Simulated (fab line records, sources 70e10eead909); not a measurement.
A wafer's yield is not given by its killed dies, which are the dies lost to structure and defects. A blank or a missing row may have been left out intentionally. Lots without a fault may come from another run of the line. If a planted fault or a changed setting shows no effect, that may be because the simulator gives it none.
Chamber matching -- flow nand-harc -- NHARC_A_CONTACT_DEP_85 on pecvd-04 has 3 sister chambers
The step deposits SiON, target thk 60 nm. 16 wafers are shown with their chamber, then 8 later ones without.

EACH WAFER AND ITS CHAMBER
wafer,chamber,heater-power-w (W),rf-fwd-power-W (W)
L616.2,0,659,349.2
L616.3,2,713,348.7
L616.6,1,659,348.4
L618.2,2,769,348.2
L618.3,1,618,348.6
L618.4,2,757,346.8
L621.1,1,632,346.2
L621.3,0,615,348.2
L621.4,0,613,348.1
L620.1,2,784,348.3
L620.2,1,675,350.0
L620.3,0,671,347.7
L626.2,0,592,347.5
L626.4,1,609,349.0
L626.6,1,612,347.8
L627.2,1,611,347.7

SIGNATURES (means of the wafers above)
reading,chamber 0,chamber 1,chamber 2,scatter within a chamber
heater-power-w,630.00,630.86,755.75,29.6
rf-fwd-power-W,348.140,348.243,348.000,0.971
Rule: for a wafer and a chamber, the distance is found by dividing, reading by reading, the gap between the wafer's reading and the chamber's mean by the reading's scatter, squaring, summing and taking the root. If the next closest chamber is less than 2 further off than the closest, the wafer can't be placed; otherwise it belongs to the closest. The scatter: take each reading less its chamber's mean, square it, sum over the shown wafers, divide by the number of wafers less the number of chambers, and take the root.

WAFERS WHOSE CHAMBER IS MISSING
wafer,heater-power-w (W),rf-fwd-power-W (W)
L627.3,664,347.9
L627.4,669,348.7
L639.1,660,349.5
L639.2,635,349.5
L639.5,731,346.0
L636.1,643,347.5
L636.2,727,348.4
L636.4,728,347.3

WHICH CHAMBER EACH ONE RAN IN
wafer,from the rows above,in truth
L627.3,can't be placed: 1 or 0 or 2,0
L627.4,can't be placed: 1 or 0 or 2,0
L639.1,can't be placed: 1 or 0 or 2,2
L639.2,can't be placed: 1 or 0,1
L639.5,can't be placed: 2 or 0 or 1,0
L636.1,can't be placed: 0 or 1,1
L636.2,2,2
L636.4,2,2
Correctly placed: 2 of 8. Cannot be placed on the basis of these rows: 6; the candidates contain the true chamber in 6. Placed wrongly: 0.
